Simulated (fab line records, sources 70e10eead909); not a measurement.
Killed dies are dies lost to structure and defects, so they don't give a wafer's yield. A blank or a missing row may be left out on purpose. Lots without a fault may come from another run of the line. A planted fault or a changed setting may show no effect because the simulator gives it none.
One fault seen from 2 desks | flow nand_harc | each desk has only its own numbers; what lay behind them comes last

THE METROLOGY DESK
What the gauges read, lot by lot, whatever tool the lot ran on: means of the sampled wafers that have a number. A lot is out of limits, marked OUT, if its mean lies more than 4 standard deviations from the usual mean; the brackets give that distance.
Columns: A = cd_nm at NHARC_P_STI_CD_MEAS_09, usual 201 nm; B = cd_nm at NHARC_P_STI_CD_MEAS_16, usual 201 nm
lot  | first seen here | A   | B
L958 | day 2 20:16     | 203 | 203
L959 | day 3 07:17     | 202 | 202
L961 | day 4 04:16     | 199 | 199
L962 | day 4 12:49     | 203 | 204
L963 | day 4 22:36     | 202 | 203
L964 | day 5 06:43     | 201 | 201
L965 | day 5 16:29     | 201 | 201
L974 | day 9 10:16     | 202 | 202
L975 | day 9 21:54     | 202 | 202
L976 | day 10 06:32    | 201 | 200
L977 | day 10 17:13    | 204 | 205
L980 | day 11 23:40    | 202 | 199
L981 | day 12 09:10    | 201 | 199
This desk's finding: nothing out of limits on any of the 13 lots.

THE TOOL OWNER'S DESK: rie_diel-07
The tool's own readings at NHARC_P_STI_ETCH_42 (etches the open film in N2/H2, target depth 80 nm, overetch 24 nm, time 61 s): means of the sampled wafers that have a number, for each lot that ran on this tool. A lot is out of limits, marked OUT, if its mean lies more than 4 standard deviations from the usual mean; the brackets give that distance.
Columns: A = chamber_pressure_mTorr at NHARC_P_STI_ETCH_42, usual 29.999 mTorr; B = drypump_motor_current_A at NHARC_P_STI_ETCH_42, usual 5.8 A; C = n2_flow_sccm at NHARC_P_STI_ETCH_42, usual 150.0 sccm; D = oes_product_au at NHARC_P_STI_ETCH_42, usual 1.000 a.u.; E = rf_vpp_V at NHARC_P_STI_ETCH_42, usual 430.9 V; F = showerhead_plenum_p_Torr at NHARC_P_STI_ETCH_42, usual 2.05 Torr; G = throttle_valve_pct at NHARC_P_STI_ETCH_42, usual 14.171 %
lot  | first seen here | A      | B   | C     | D                | E     | F    | G
L958 | day 2 20:37     | 29.996 | 6.0 | 149.8 | 1.005            | 431.6 | 2.09 | 14.163
L962 | day 4 13:10     | 30.002 | 5.5 | 149.8 | 1.006            | 433.1 | 2.10 | 14.173
L963 | day 4 22:56     | 29.982 | 6.0 | 149.8 | 1.005            | 431.4 | 2.09 | 14.177
L974 | day 9 10:37     | 29.989 | 5.5 | 150.1 | 0.927 (-6.0) OUT | 432.1 | 2.09 | 14.178
L975 | day 9 22:15     | 29.992 | 6.0 | 150.3 | 0.938 (-5.2) OUT | 432.9 | 2.08 | 14.174
L981 | day 12 09:32    | 30.006 | 6.0 | 149.8 | 0.990            | 431.6 | 2.07 | 14.164
This desk's finding: out of limits on L974, L975; first on L974, day 9 10:37 (oes_product_au at NHARC_P_STI_ETCH_42). In limits: L958, L962, L963, L981.

PUT TOGETHER
The tool owner's desk could have raised an alarm at day 9 10:37, on L974, L975.
The metrology desk saw nothing out of limits.
The metrology desk has L974, L975 on record, within its limits.
Of the lots named, all ran NHARC_P_STI_ETCH_42 on rie_diel-07.

WHAT THE SIMULATOR HAD PUT IN
Process parameter drift: rie_diel-07, from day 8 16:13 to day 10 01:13, at NHARC_P_STI_ETCH_42. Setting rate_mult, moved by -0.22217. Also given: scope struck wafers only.
Lots struck among those shown: L974, L975.
Hours from the fault's start to each desk's first reading out of limits: the tool owner's desk, 18.
